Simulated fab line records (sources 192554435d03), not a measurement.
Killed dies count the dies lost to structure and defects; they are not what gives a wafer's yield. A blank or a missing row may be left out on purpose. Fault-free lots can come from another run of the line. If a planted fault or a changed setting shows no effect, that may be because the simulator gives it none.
Matching of chambers || flow n5-finfet || 4 sister chambers for N5_BEOL_M11_CMP_52 on cmp-01
The step polishes, stops on SiCOH lowk, t overpolish 7 s, target thk 140 nm. 8 wafers are shown with their chamber, then 10 later ones without.

EACH WAFER AND ITS CHAMBER
{"wafer": "L079.4", "chamber": 0, "motor-current-A (A)": 6.0, "time-to-endpoint-s (s)": 71}
{"wafer": "L087.2", "chamber": 3, "motor-current-A (A)": 5.3, "time-to-endpoint-s (s)": 64}
{"wafer": "L087.4", "chamber": 0, "motor-current-A (A)": 5.9, "time-to-endpoint-s (s)": 71}
{"wafer": "L088.2", "chamber": 1, "motor-current-A (A)": 6.5, "time-to-endpoint-s (s)": 67}
{"wafer": "L088.4", "chamber": 3, "motor-current-A (A)": 5.5, "time-to-endpoint-s (s)": 64}
{"wafer": "L088.6", "chamber": 2, "motor-current-A (A)": 6.2, "time-to-endpoint-s (s)": 70}
{"wafer": "L090.2", "chamber": 1, "motor-current-A (A)": 6.2, "time-to-endpoint-s (s)": 63}
{"wafer": "L090.4", "chamber": 2, "motor-current-A (A)": 5.9, "time-to-endpoint-s (s)": 69}

WAFERS MISSING THEIR CHAMBER
{"wafer": "L090.6", "motor-current-A (A)": 6.1, "time-to-endpoint-s (s)": 70}
{"wafer": "L092.1", "motor-current-A (A)": 5.9, "time-to-endpoint-s (s)": 62}
{"wafer": "L092.3", "motor-current-A (A)": 5.8, "time-to-endpoint-s (s)": 62}
{"wafer": "L092.4", "motor-current-A (A)": 6.3, "time-to-endpoint-s (s)": 67}
{"wafer": "L095.2", "motor-current-A (A)": 6.3, "time-to-endpoint-s (s)": 72}
{"wafer": "L095.5", "motor-current-A (A)": 5.3, "time-to-endpoint-s (s)": 65}
{"wafer": "L095.6", "motor-current-A (A)": 6.0, "time-to-endpoint-s (s)": 70}
{"wafer": "L096.2", "motor-current-A (A)": 6.6, "time-to-endpoint-s (s)": 61}
{"wafer": "L096.4", "motor-current-A (A)": 6.1, "time-to-endpoint-s (s)": 67}
{"wafer": "L096.5", "motor-current-A (A)": 6.2, "time-to-endpoint-s (s)": 69}

CHAMBER TAKEN BY EACH
{"wafer": "L090.6", "from the rows above": "can't be placed: 2 or 0", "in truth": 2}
{"wafer": "L092.1", "from the rows above": "can't be placed: 3 or 1 or 2", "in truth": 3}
{"wafer": "L092.3", "from the rows above": "can't be placed: 3 or 1", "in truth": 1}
{"wafer": "L092.4", "from the rows above": "can't be placed: 1 or 2", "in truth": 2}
{"wafer": "L095.2", "from the rows above": "can't be placed: 0 or 2", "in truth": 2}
{"wafer": "L095.5", "from the rows above": 3, "in truth": 3}
{"wafer": "L095.6", "from the rows above": "can't be placed: 2 or 0", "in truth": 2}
{"wafer": "L096.2", "from the rows above": 1, "in truth": 1}
{"wafer": "L096.4", "from the rows above": "can't be placed: 2 or 1 or 0", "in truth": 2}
{"wafer": "L096.5", "from the rows above": "can't be placed: 2 or 0 or 1", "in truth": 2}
Placed correctly: 2 of 10. Unplaceable from these rows: 8, with the true chamber sitting among the candidates in 8. Placed wrongly: 0.
How it was worked out, from the rows above alone: a wafer's distance from a chamber is the root of the sum, over the readings, of the square of ((its reading less the chamber's mean) divided by the reading's scatter). The wafer belongs to the nearest chamber; if the next one is less than 2 further off, it can't be placed. Each chamber's mean is taken over the wafers shown for it. How the scatter is found: for the shown wafers, subtract from each reading the mean of its chamber, square and add these, divide the total by (wafers less chambers), then take the root.
